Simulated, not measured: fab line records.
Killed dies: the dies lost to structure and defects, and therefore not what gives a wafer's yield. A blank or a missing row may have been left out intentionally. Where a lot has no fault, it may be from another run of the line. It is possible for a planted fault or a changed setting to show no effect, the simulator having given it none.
Chamber matching ; flow n5 finfet ; rie diel-05 running N5_BEOL_M11_ETCH_65: 4 sister chambers
The step etches SiARC in CF4, target depth 39 nm, time 65 s. 4 wafers are shown with their chamber, then 12 later ones without.

## WAFERS WITH THEIR CHAMBER
wafer;chamber;drypump motor current A (A)
L087.5;3;5.76
L090.1;2;5.64
L090.2;0;5.77
L090.4;1;5.15

## WAFERS MISSING THEIR CHAMBER
wafer;drypump motor current A (A)
L094.1;5.77
L094.2;5.78
L094.3;5.19
L094.4;5.62
L094.5;5.17
L094.6;5.77
L095.1;5.74
L095.5;5.65
L095.6;5.18
L096.3;5.19
L096.5;5.17
L096.6;5.65

## CHAMBER TAKEN BY EACH
wafer;from the rows above;in truth
L094.1;can't be placed: 0 or 3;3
L094.2;can't be placed: 0 or 3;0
L094.3;1;1
L094.4;2;2
L094.5;1;1
L094.6;can't be placed: 0 or 3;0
L095.1;can't be placed: 3 or 0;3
L095.5;2;2
L095.6;1;1
L096.3;1;1
L096.5;1;1
L096.6;2;2
Correct placement for 8 of the 12. Unplaceable from these rows: 4, with the true chamber sitting among the candidates in 4. 0 placed wrongly.
How it was worked out, from the rows above alone: a wafer's distance from a chamber is the root of the sum, over the readings, of the square of ((its reading less the chamber's mean) divided by the reading's scatter). If the next closest chamber is less than 2 further off than the closest, the wafer can't be placed; otherwise it belongs to the closest. A chamber's mean is the mean of its shown wafers. The scatter (one wafer shown for each chamber): square how far every hidden wafer sits from the nearest shown wafer, average those squares and take the square root.
